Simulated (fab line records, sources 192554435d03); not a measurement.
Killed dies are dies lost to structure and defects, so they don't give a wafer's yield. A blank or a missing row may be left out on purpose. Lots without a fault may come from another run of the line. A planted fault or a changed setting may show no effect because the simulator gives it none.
A struck lot beside a sound one | flow n5_finfet | 16 steps out of a route of 1938
Sound: wafers L446.2, L446.4, L446.6. Struck: wafer L459.6. (L459.2, L459.4 of the same lot were not struck and are left out.) The cause comes at the end.
At each step with rows: each side's tool, then ch and its chambers, then its first start. Under that, the readings that differ: sound wafers | struck wafers | difference of the means | sigmas: that difference in standard deviations of wafers without a fault.
alike: readings whose means differ by less than 2 such deviations, and words and numbers that are the same on both sides. not compared: withheld readings, readings that some wafer has no value for, bounds like >300 that may hide the same value, and numbers for which the record gives no deviation and whose values overlap.
The two part at a step that has a row with sigmas, a row that says differs or no value, or rows on one side only. Numbers that don't overlap but have no deviation are shown without sigmas and don't part them. A reading that every wafer of one side lacks parts them only if that side has two wafers or more.

first, 6 steps without rows for these wafers: N5_BEOL_M4_COAT_22 (resist thk 30 nm); N5_BEOL_M4_EBR_24; N5_BEOL_M4_SOFTBAKE_23 (time 60 s); N5_BEOL_M4_EXPOSE_25 (exposes mask V3, defocus 5 nm); N5_BEOL_M4_PEB_26 (peb time 60 s); N5_BEOL_M4_DEVELOP_27 (develop time 30 s).
N5_BEOL_M4_CD_MEAS_28: target cd 26.2 nm, target cd y 24.1 nm.
  sound on cd_sem-03 ch 0, day 8 02:22; struck on cd_sem-03 ch 0, day 11 02:53
  alike: cd_nm
N5_BEOL_M4_OVL_MEAS_29:
  sound on overlay-02 ch 0, day 8 02:25; struck on overlay-01 ch 0, day 11 02:55
  alike: V3_OVL
N5_BEOL_M4_INSPECT_30: inspects for defects (brightfield).
  sound on defect_inspect-01, day 8 02:28; struck on defect_inspect-01, day 11 02:58
  alike: raw_defect_count
N5_BEOL_M4_DESCUM_33: chemistry O2, time 7 s.
  sound on rie_diel-04 ch 1,3, day 8 02:31; struck on rie_diel-05 ch 1, day 11 03:00
  reading                | sound             | struck | difference | sigmas
  rf_vpp_V (V)           | 241.8 241.8 242.1 | 244.9  | +3.0       | +2
  throttle_valve_pct (%) | 20.63 20.63 21.22 | 20.39  | -0.44      | -2
  alike: drypump_motor_current_A, oes_product_au, showerhead_plenum_p_Torr
  not compared: rf_hours_counter_h
N5_BEOL_M4_ETCH_77: etches underlayer in N2/H2, target depth 6.5 nm, time 5.2 s.
  sound on rie_diel-04 ch 1,3, day 8 02:33; struck on rie_diel-05 ch 1, day 11 03:02
  reading                         | sound             | struck | difference | sigmas
  rf_vpp_V (V)                    | 519.0 521.0 525.1 | 528.3  | +6.6       | +3
  showerhead_plenum_p_Torr (Torr) | 2.45 2.45 2.60    | 2.71   | +0.21      | +2
  alike: drypump_motor_current_A, etch_rf_on_time_s, oes_product_au, throttle_valve_pct
  not compared: rf_hours_counter_h
N5_BEOL_M4_ETCH_69: etches SiARC in CF4, target depth 15.6 nm, time 26 s.
  sound on rie_diel-04 ch 1,3, day 8 02:34; struck on rie_diel-05 ch 1, day 11 03:03
  reading      | sound             | struck | difference | sigmas
  rf_vpp_V (V) | 183.5 181.6 185.7 | 186.2  | +2.6       | +2
  alike: drypump_motor_current_A, etch_rf_on_time_s, oes_product_au, showerhead_plenum_p_Torr, throttle_valve_pct
  not compared: rf_hours_counter_h
N5_BEOL_M4_ALD_98: deposits SiO2, target thk 2.5 nm, pulse time 1 s, co reactant pulse time 1 s.
  sound on ald_sin-02 ch 0,2,3, day 8 02:39; struck on ald_sin-02 ch 3, day 11 03:13
  reading                                  | sound             | struck | difference | sigmas
  ald_cycles                               | 17 17 17          | 10     | -7         |
  precursor_pulse_height_rel               | 1.010 1.037 1.009 | 0.978  | -0.041     | -2
  model.SiO2_of_BEOL_M4_ALD_98.thk_nm (nm) | 2.4 2.4 2.4       | 1.4    | -1.0       |
  alike: heater_power_w
N5_BEOL_M4_ETCHBACK_99: etches SiO2 in CHF3, target depth 5 nm, time 10.4 s.
  sound on rie_diel-06 ch 0,1,2, day 8 05:17; struck on rie_diel-06 ch 3, day 11 09:41
  reading      | sound       | struck | difference | sigmas
  rf_vpp_V (V) | 233 235 249 | 252    | +13        | +2
  alike: drypump_motor_current_A, oes_product_au, showerhead_plenum_p_Torr, throttle_valve_pct
  not compared: rf_hours_counter_h
N5_BEOL_M4_RC_MEAS_101:
  sound on prober-02 ch 0, day 8 09:44; struck on prober-02 ch 0, day 11 14:12
  alike: DIBL_N, DIBL_P, IOFF_N, IOFF_P, ION_N, ION_P, SS_N, SS_P, VT_N, VT_P
-- the record jumps here: 4 days lie between the struck wafers' starts before and after (it left off in module BEOL_M4 and takes up again in module PASSIVATION, whose first step shown is number 1936 of the route) --
N5_PASSIVATION_PROBE_49:
  sound on prober-01, day 12 22:58; struck on prober-02, day 15 23:28
  reading                  | sound          | struck | difference | sigmas
  defect_limited_yield (%) | 93.6 94.1 90.4 | 89.7   | -3.0       | -2
  sort_bin_6_memory (%)    | 2.3 1.9 3.9    | 4.1    | +1.4       | +2
  alike: killed_at_M0_to_M3, killed_at_M4_up, killed_at_contacts, killed_at_front_end, killed_at_other, killed_dies, killed_open, killed_short, sort_bin_4_leakage, sort_bin_5_function, sort_n_pass, sort_yield_pct

WHERE THEY PART
First at N5_BEOL_M4_DESCUM_33; last, within this record, at N5_PASSIVATION_PROBE_49.

WHY: what the simulator had put in
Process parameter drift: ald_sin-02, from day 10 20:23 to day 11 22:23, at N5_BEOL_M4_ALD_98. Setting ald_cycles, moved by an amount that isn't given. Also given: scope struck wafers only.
